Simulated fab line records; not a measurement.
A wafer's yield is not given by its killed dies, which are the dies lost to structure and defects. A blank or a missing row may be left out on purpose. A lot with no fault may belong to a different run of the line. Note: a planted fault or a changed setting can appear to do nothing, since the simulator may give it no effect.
A sampling plan put to the test -- flow nand_harc -- each of the 26 faults these records tell of, on one fab line, judged from the records of the lots it struck
The plan consists of the line's own looks: route steps at which the wafer is read by a gauge or an inspection but not changed. Where struck wafers have a number at a look and the file lists that look's usual mean and standard deviation on fault-free wafers, the look can be judged. Caught: the struck wafers' mean, at a look after the fault's first step, is 4 or more of those standard deviations (sigma) away from the usual mean. On the tool: here the same test is run on the tool's own readings at the fault's steps. Caught also covers a different recipe on the struck wafers, or a record left blank for those wafers only.

== THE FAULTS, as the simulator had put them in ==
1. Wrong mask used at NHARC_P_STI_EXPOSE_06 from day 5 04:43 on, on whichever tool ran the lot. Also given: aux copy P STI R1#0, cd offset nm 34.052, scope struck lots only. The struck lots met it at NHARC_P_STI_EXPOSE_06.
2. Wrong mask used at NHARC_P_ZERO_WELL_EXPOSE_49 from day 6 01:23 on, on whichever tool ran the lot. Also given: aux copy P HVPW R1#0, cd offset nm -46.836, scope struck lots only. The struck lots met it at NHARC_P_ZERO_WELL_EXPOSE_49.
3. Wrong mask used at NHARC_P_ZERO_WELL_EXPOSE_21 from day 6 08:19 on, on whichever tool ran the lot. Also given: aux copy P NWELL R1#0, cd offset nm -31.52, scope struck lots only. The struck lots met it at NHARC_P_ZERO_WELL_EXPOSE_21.
4. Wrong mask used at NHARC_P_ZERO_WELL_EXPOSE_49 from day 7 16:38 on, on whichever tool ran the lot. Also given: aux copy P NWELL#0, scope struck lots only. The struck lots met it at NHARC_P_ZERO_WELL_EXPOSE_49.
5. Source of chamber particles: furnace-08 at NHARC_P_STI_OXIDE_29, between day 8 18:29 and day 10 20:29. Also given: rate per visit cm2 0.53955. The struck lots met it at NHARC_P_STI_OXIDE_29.
6. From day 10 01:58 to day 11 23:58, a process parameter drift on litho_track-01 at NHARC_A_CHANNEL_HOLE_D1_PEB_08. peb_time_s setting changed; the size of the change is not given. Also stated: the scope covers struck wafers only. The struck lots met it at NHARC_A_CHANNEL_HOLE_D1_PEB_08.
7. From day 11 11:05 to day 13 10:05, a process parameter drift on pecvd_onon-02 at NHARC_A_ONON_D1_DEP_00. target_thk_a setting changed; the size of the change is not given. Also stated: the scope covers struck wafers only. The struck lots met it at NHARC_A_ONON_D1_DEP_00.
8. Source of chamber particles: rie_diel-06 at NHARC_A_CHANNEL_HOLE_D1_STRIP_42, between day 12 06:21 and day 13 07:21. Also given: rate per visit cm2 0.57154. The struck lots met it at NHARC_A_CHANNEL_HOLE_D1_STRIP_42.
9. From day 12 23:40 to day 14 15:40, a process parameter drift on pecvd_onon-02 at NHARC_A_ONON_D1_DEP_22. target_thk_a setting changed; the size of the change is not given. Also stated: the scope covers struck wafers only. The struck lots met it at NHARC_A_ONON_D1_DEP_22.
10. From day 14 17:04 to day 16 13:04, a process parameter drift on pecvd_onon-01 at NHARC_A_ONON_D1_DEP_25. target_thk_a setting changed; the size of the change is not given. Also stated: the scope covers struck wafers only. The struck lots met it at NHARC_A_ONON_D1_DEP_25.
11. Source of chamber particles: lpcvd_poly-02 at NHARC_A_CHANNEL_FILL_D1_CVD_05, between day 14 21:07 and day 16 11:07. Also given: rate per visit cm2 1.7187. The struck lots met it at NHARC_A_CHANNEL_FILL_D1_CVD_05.
12. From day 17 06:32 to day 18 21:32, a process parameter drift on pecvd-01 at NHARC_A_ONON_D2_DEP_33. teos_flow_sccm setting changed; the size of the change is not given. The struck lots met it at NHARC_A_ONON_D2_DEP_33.
13. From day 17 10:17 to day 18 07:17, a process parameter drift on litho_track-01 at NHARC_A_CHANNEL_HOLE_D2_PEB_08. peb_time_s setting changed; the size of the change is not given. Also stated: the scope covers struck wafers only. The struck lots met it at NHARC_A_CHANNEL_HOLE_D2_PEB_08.
14. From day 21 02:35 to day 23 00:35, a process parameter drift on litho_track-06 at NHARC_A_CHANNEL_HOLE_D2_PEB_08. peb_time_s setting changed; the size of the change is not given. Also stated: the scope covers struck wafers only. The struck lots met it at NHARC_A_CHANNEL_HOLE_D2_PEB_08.
15. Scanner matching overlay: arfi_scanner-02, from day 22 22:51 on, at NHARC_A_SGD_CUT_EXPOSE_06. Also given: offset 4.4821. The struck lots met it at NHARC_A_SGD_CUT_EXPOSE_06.
16. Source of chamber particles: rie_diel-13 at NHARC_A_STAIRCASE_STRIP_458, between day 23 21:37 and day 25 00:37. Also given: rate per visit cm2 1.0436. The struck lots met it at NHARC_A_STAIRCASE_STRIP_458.
17. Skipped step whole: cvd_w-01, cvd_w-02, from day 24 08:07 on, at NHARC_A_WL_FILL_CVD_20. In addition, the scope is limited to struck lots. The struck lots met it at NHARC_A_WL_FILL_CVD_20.
18. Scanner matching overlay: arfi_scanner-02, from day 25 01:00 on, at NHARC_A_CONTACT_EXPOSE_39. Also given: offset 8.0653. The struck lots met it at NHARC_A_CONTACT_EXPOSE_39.
19. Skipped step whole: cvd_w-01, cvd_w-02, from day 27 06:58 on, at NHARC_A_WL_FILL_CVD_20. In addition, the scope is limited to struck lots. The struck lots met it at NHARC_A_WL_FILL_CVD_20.
20. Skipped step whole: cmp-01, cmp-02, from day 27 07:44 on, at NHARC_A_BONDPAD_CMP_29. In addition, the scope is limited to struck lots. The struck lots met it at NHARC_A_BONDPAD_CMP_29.
21. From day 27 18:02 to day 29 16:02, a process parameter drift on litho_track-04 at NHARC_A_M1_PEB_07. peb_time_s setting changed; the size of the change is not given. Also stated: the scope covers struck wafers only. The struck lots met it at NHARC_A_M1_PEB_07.
22. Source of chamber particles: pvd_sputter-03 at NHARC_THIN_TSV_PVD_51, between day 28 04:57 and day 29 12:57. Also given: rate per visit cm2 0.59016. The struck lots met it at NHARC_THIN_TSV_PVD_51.
23. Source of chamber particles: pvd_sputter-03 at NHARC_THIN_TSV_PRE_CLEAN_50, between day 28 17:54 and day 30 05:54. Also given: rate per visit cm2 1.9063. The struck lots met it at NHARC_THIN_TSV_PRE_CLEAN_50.
24. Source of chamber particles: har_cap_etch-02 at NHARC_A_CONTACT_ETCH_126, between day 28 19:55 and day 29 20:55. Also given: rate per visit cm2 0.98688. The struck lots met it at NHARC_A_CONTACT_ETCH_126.
25. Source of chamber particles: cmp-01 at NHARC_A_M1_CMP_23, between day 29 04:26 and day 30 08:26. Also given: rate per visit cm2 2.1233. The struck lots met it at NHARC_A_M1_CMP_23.
26. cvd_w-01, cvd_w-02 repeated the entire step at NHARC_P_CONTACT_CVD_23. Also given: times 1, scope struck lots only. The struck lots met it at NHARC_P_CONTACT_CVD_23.

== WHAT THE PLAN SAW ==
fault,on the tool itself,first look that catches it,"reading, sigma",median hours from its first step to that look,hours from the fault's start to the first struck lot there,judged looks passed uncaught
1,no reading that can be judged,NHARC_P_STI_CD_MEAS_09,cd_nm +12,0.1,6,0
2,under 2 sigma,NHARC_P_ZERO_WELL_CD_MEAS_52,cd_nm -23,0.2,6,0
3,no reading that can be judged,NHARC_P_ZERO_WELL_CD_MEAS_24,cd_nm -13,0.2,4,0
4,no reading that can be judged,no look after it can be judged,-,-,-,0
5,under 2 sigma,NHARC_P_STI_INSPECT_11,raw_defect_count +99 or beyond,11.4,26,0
6,no reading that can be judged,NHARC_A_CHANNEL_HOLE_D1_CD_MEAS_10,cd_nm +4.5,0.1,28,0
7,no reading that can be judged,NHARC_A_ONON_D1_THK_MEAS_02,thk_nm +42,0.4,11,0
8,no reading that can be judged,NHARC_A_CHANNEL_HOLE_D1_INSPECT_40,raw_defect_count +13,1.1,3,0
9,no reading that can be judged,NHARC_A_ONON_D1_THK_MEAS_24,thk_nm -8.3,0.5,11,0
10,no reading that can be judged,none of the 3 looks that can be judged after it,"strongest: thk_nm at NHARC_A_ONON_D1_THK_MEAS_27, -3.7",-,-,3
11,no reading that can be judged,not the one look that can be judged after it,"strongest: killed_dies at NHARC_END_SORT_01, +3.4",-,-,1
12,under 2 sigma,NHARC_A_ONON_D2_THK_MEAS_34,thk_nm +8.1,0.3,8,0
13,heater_power_total_W +62 sigma,NHARC_A_CHANNEL_HOLE_D2_CD_MEAS_10,cd_nm -12,0.1,8,0
14,under 2 sigma,NHARC_A_CHANNEL_HOLE_D2_CD_MEAS_10,cd_nm +20,0.1,4,0
15,no reading that can be judged,NHARC_A_SGD_CUT_OVL_MEAS_10,overlay_x_nm +6.0,0.2,11,0
16,no reading that can be judged,NHARC_END_SORT_01,killed_at_array +4.9,218.4,223,0
17,the tool's record is blank for the struck wafers,no look after it can be judged,-,-,-,0
18,no reading that can be judged,NHARC_A_CONTACT_OVL_MEAS_43,overlay_x_nm +9.1,0.2,9,0
19,the tool's record is blank for the struck wafers,no look after it can be judged,-,-,-,0
20,the tool's record is blank for the struck wafers,NHARC_A_BONDPAD_THK_MEAS_30,thk_nm +26,0.2,6,0
21,no reading that can be judged,NHARC_A_M1_CD_MEAS_09,cd_nm +4.6,0.1,20,0
22,under 2 sigma,NHARC_END_SORT_01,killed_at_other +48,19.9,27,1
23,under 2 sigma,NHARC_END_SORT_01,killed_at_other +70,14.4,18,0
24,no reading that can be judged,NHARC_END_SORT_01,killed_dies +6.4,62.1,72,2
25,under 2 sigma,NHARC_A_M1_INSPECT_27,raw_defect_count +12,0.5,9,1
26,under 2 sigma,no look after it can be judged,-,-,-,0
A dash: this means the fault isn't caught or the number doesn't appear in these records.

Caught at a look: 20 of 26. Caught on the tool: 4 of 26. By one or the other: 22 of 26.
On the tool alone, faults 17, 19 were caught.
Caught at a look alone: faults 1, 2, 3, 5, 6, 7, 8, 9, 12, 14, 15, 16, 18, 21, 22, 23, 24, 25.
Caught by neither: faults 4, 10, 11, 26.

== THINNER SAMPLING ==
Were the look that catches a fault to measure just every second or every third lot (counted by lot number), the first struck lot would, at worst, be measured this late:
fault,"struck lots at that look, in order of time",every lot,every second lot,every third lot
1,L427,6 h,may miss it,may miss it
2,L542,6 h,may miss it,may miss it
3,L753,4 h,may miss it,may miss it
5,"L807, L808",26 h,39 h,may miss all 2
6,L199,28 h,may miss it,may miss it
7,"L330, L331, L332",11 h,16 h,22 h
8,"L794, L796",3 h,may miss all 2,may miss all 2
9,"L653, L654",11 h,29 h,may miss all 2
12,"L143, L145",8 h,may miss all 2,may miss all 2
13,"L899, L898, L900",8 h,10 h,17 h
14,"L150, L151, L152",4 h,32 h,38 h
15,"L929, L928, L931",11 h,15 h,may miss all 3
16,"L639, L640",223 h,237 h,may miss all 2
18,"L720, L722, L723",9 h,49 h,may miss all 3
20,"L332, L334, L335",6 h,19 h,may miss all 3
21,"L839, L841",20 h,may miss all 2,may miss all 2
22,L638,27 h,may miss it,may miss it
23,"L828, L830",18 h,may miss all 2,may miss all 2
24,"L273, L274",72 h,80 h,may miss all 2
25,"L272, L273",9 h,26 h,may miss all 2
Hours are from the fault's start to the first struck lot that is measured. 4 sigma limit: tested on the pooled struck wafers, so a lone lot may be under it. Other struck lots may not be in these records.

== THE LONGEST TIMED WAY FROM STEP TO LOOK ==
Fault 16: median gap of 218.4 hours between NHARC_A_STAIRCASE_STRIP_458 and NHARC_END_SORT_01. No look between them can be judged.
